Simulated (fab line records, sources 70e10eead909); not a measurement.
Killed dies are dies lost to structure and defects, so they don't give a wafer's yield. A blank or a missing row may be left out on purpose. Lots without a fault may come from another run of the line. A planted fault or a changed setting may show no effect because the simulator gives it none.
A struck lot beside a sound one | flow nand_harc | 13 steps out of a route of 1302
Sound: wafers L700.2, L700.3, L700.6. Struck: wafers L706.1, L706.4, L706.5. The cause comes at the end.
At each step with rows: each side's tool, then ch and its chambers, then its first start. Under that, the readings that differ: sound wafers | struck wafers | difference of the means | sigmas: that difference in standard deviations of wafers without a fault.
alike: readings whose means differ by less than 2 such deviations, and words and numbers that are the same on both sides. not compared: withheld readings, readings that some wafer has no value for, bounds like >300 that may hide the same value, and numbers for which the record gives no deviation and whose values overlap.
The two part at a step that has a row with sigmas, a row that says differs or no value, or rows on one side only. Numbers that don't overlap but have no deviation are shown without sigmas and don't part them. A reading that every wafer of one side lacks parts them only if that side has two wafers or more.

first, 1 step without rows for these wafers: NHARC_A_STAIRCASE_DESCUM_291 (chemistry O2, time 3 s).
NHARC_A_STAIRCASE_ETCH_292: etches the open film in CF4/CHF3.
  sound on rie_diel-01 ch 1,2,3, day 20 00:00; struck on rie_diel-09 ch 1,2,3, day 22 17:46
  alike: drypump_motor_current_A, oes_product_au, rf_vpp_V, showerhead_plenum_p_Torr, throttle_valve_pct
  not compared: rf_hours_counter_h
then, 2 steps without rows for these wafers: NHARC_A_STAIRCASE_HM_OPEN_460 (chemistry O2/COS); NHARC_A_STAIRCASE_STRIP_461 (strips in O2/COS).
NHARC_A_STAIRCASE_ETCH_452: etches the open film in CF4/O2, target depth 30 nm, overetch 3 nm, time 16.5 s.
  sound on rie_diel-01 ch 2,3; struck on rie_diel-09 ch 1,2,3
  alike: drypump_motor_current_A, oes_product_au, rf_vpp_V, showerhead_plenum_p_Torr, throttle_valve_pct
  not compared: rf_hours_counter_h
NHARC_A_STAIRCASE_ETCH_294: etches the open film in C4F8/O2/Ar, target depth 4989 nm, time 1211.6 s.
  sound on rie_diel-01 ch 0,1,2; struck on rie_diel-09 ch 1,3
  alike: oes_product_au, rf_vpp_V
  not compared: rf_hours_counter_h
NHARC_A_STAIRCASE_STRIP_295: strips in O2.
  sound on rie_diel-01 ch 1,2,3; struck on rie_diel-09 ch 1,2,3
  alike: drypump_motor_current_A, oes_product_au, rf_vpp_V, showerhead_plenum_p_Torr, throttle_valve_pct
  not compared: rf_hours_counter_h
then, 3 steps without rows for these wafers: NHARC_A_STAIRCASE_STRIP_296 (strips in SPM, time 900 s); NHARC_A_STAIRCASE_PRECLEAN_297 (cleans in SC1); NHARC_A_STAIRCASE_SRD_298.
NHARC_A_STAIRCASE_HM_DEP_462: deposits aC, target thk 800 nm.
  sound on acl_dep-01 ch 0, day 20 03:37; struck on acl_dep-01 ch 0, day 22 19:55
  alike: throttle_valve_pct
NHARC_A_STAIRCASE_DEP_301: deposits SiON, target thk 30 nm.
  sound on pecvd-03 ch 0,1, day 20 05:11; struck on pecvd-04 ch 0,1, day 22 21:47
  reading              | sound             | struck            | difference | sigmas
  rf_fwd_power_W (W)   | 347.6 348.3 350.5 | 490.6 488.8 488.5 | +140.5     | +99 or more
  showerhead_vpp_V (V) | 1098 1116 1117    | 1326 1302 1422    | +240       | +5
  alike: heater_power_w
then, 1 step without rows for these wafers: NHARC_A_STAIRCASE_DEHYDRATE_302 (time 120 s).

WHERE THEY PART
Only at NHARC_A_STAIRCASE_DEP_301, within this record.

WHY: what the simulator had put in
Process parameter drift: pecvd-04, from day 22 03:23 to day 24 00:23, at NHARC_A_STAIRCASE_DEP_301. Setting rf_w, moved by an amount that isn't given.
